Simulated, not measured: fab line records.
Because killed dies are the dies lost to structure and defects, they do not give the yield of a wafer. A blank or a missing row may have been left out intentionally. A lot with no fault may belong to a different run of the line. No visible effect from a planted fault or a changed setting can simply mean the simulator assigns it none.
A struck lot beside a sound one / flow n5-finfet / 19 steps out of a route of 1938
Sound: these wafers, L589.2, L589.3, L589.5. The struck wafers were L585.1, L585.2, L585.4. The cause is given at the end.
At each step with rows: each side's tool, then ch and its chambers, then its first start. Under that, the readings that differ: sound wafers / struck wafers / difference of the means / sigmas: that difference in standard deviations of wafers without a fault.
alike: readings whose means differ by less than 2 such deviations, and words and numbers that are the same on both sides. not compared: withheld readings, readings that some wafer has no value for, bounds like >300 that may hide the same value, and numbers for which the record gives no deviation and whose values overlap.
The two part at a step that has a row with sigmas, a row that says differs or no value, or rows on one side only. Non-overlapping numbers with no deviation appear without sigmas and do not part them. A reading missing from all wafers of one side parts the sides only when that side holds two or more wafers.

first, 8 steps without rows for these wafers: N5_BEOL_M7_CMP_52 (polishes, stops on SiCOH lowk, t overpolish 6.9 s, target thk 80 nm); N5_BEOL_M7_PRE_CLEAN_55 (time 15 s); N5_BEOL_M7_DEP_56 (deposits SiCN from 3MS/NH3, target thk 10 nm, time 17.5 s); N5_BEOL_M8_ILD_DEP_00 (deposits SiCOH lowk from DEMS/porogen, target thk 179.75 nm, time 33.4 s); N5_BEOL_M8_CURE_74 (cures SiCOH lowk, time 240 s); N5_BEOL_M8_PECVD_70 (deposits SiO2 from TEOS/O2, target thk 20 nm, time 22.7 s); N5_BEOL_M8_HM_DEP_02 (deposits TiN, target thk 20 nm); N5_BEOL_M8_COAT_59 (time 60 s, resist thk 100 nm).
N5_BEOL_M8_COAT_60: time 60 s, resist thk 35 nm.
  sound on litho-track-01 ch 0, day 16 12:41; struck on litho-track-04 ch 0, day 15 06:43
reading=spin-speed-rpm (rpm); sound=1498.6 1499.0 1497.9; struck=1441.1 1440.3 1441.6; difference=-57.5; sigmas=-65
reading=model.SiARC_of_BEOL_M8_COAT_60.thk-nm (nm); sound=35.2 35 35; struck=35.8 35.8 35.8; difference=+0.7; sigmas=
then, 7 steps without rows for these wafers: N5_BEOL_M8_COAT_05 (resist thk 90 nm); N5_BEOL_M8_EBR_07; N5_BEOL_M8_SOFTBAKE_06 (time 60 s); N5_BEOL_M8_EXPOSE_08 (exposes mask M8); N5_BEOL_M8_PEB_09 (peb time 60 s); N5_BEOL_M8_DEVELOP_10 (develop time 30 s); N5_BEOL_M8_DESCUM_16 (chemistry O2, time 7.9 s).
N5_BEOL_M8_ETCH_61: etches SiARC in CF4, target depth 45.5 nm, time 75.8 s.
  sound on rie-diel-06 ch 0,1,3, day 16 13:03; struck on rie-diel-06 ch 1,2,3, day 15 07:14
reading=model.etch.depth-nm (nm); sound=35.1 35.03 34.99; struck=35.77 35.81 35.83; difference=+0.76; sigmas=
reading=model.CAR-ArF_of_BEOL_M8_COAT_05.thk-nm (nm); sound=51 50.6 51; struck=49.8 50 49.8; difference=-1.0; sigmas=
  alike: drypump-motor-current-A, etch-rf-on-time-s, oes-product-au, rf-vpp-V, showerhead-plenum-p-Torr, throttle-valve-pct
  not compared: rf-hours-counter-h
N5_BEOL_M8_ETCH_62: etches SOC in N2/H2, target depth 110 nm, overetch 22 nm, time 165 s.
  sound on rie-diel-06 ch 0,1,3, day 16 13:06; struck on rie-diel-06 ch 1,2,3, day 15 07:18
reading=model.SiARC_of_BEOL_M8_COAT_60.thk-nm (nm); sound=28.4 28.6 28.2; struck=29.2 29.2 29.2; difference=+0.8; sigmas=
  alike: drypump-motor-current-A, h2-flow-sccm, oes-product-au, rf-vpp-V, showerhead-plenum-p-Torr, throttle-valve-pct
  not compared: rf-hours-counter-h
then, 1 step without rows for these wafers: N5_BEOL_M8_STRIP_68 (strips in N2/H2).

WHERE THEY PART
At N5_BEOL_M8_COAT_60 and nowhere else, as far as this record goes. Later steps at which nothing parts them and some readings are alike: N5_BEOL_M8_ETCH_61, N5_BEOL_M8_ETCH_62.

WHY: what the simulator had put in
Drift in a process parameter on litho-track-04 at N5_BEOL_M8_COAT_60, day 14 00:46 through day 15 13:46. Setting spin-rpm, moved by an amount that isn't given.
